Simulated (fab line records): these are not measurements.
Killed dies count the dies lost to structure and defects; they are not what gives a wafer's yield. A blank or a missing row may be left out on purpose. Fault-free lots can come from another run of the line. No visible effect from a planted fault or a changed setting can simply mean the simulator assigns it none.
Matching of chambers ; flow n5_finfet ; 3 sister chambers for N5_BEOL_M3_PECVD_72 on pecvd-04
The step deposits SiO2 from TEOS/O2, target thk 16 nm, time 18 s. 16 wafers are shown with their chamber, then 8 later ones without.

== WAFERS PAIRED WITH THEIR CHAMBERS ==
wafer;chamber;throttle_valve_pct (%);showerhead_plenum_p_Torr (Torr);heater_power_w (W)
L076.1;1;23.7;8.73;657
L076.4;2;24.0;8.81;593
L076.5;1;23.7;8.72;663
L078.1;0;21.8;8.75;790
L078.2;1;23.8;8.73;588
L078.3;2;23.8;8.80;631
L084.1;0;22.0;8.75;778
L084.3;0;22.2;8.76;778
L084.5;1;23.9;8.72;672
L082.3;1;23.6;8.75;544
L082.4;0;21.9;8.75;746
L082.5;0;22.0;8.75;758
L086.2;1;23.7;8.75;644
L086.4;1;23.3;8.73;633
L086.6;1;24.0;8.76;662
L092.1;0;21.8;8.73;750

SIGNATURES (means of the wafers above)
reading;chamber 0;chamber 1;chamber 2;scatter within a chamber
throttle_valve_pct;21.950;23.712;23.900;0.185
showerhead_plenum_p_Torr;8.7483;8.7363;8.8050;0.0128
heater_power_w;766.67;632.88;612.00;35.3
Rule: for each reading, subtract the chamber's mean from the wafer's reading, divide by that reading's scatter and square the result; add these up over the readings and take the root, which gives the wafer's distance from the chamber. If the next closest chamber is less than 2 further off than the closest, the wafer can't be placed; otherwise it belongs to the closest. How the scatter is found: for the shown wafers, subtract from each reading the mean of its chamber, square and add these, divide the total by (wafers less chambers), then take the root.

== WAFERS WHOSE CHAMBER IS MISSING ==
wafer;throttle_valve_pct (%);showerhead_plenum_p_Torr (Torr);heater_power_w (W)
L092.4;22.5;8.74;765
L092.5;23.8;8.73;620
L096.1;20.9;8.78;694
L096.2;22.1;8.75;656
L096.6;20.8;8.77;672
L097.1;20.7;8.78;574
L097.2;22.1;8.73;740
L097.4;23.7;8.74;626

== THE CHAMBER EACH PASSED THROUGH ==
wafer;from the rows above;in truth
L092.4;0;0
L092.5;1;1
L096.1;0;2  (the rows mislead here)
L096.2;0;0
L096.6;0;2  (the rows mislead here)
L097.1;0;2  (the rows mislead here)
L097.2;0;0
L097.4;1;1
Correct placement for 5 of the 8. From these rows, 0 cannot be placed. 3 placed wrongly.
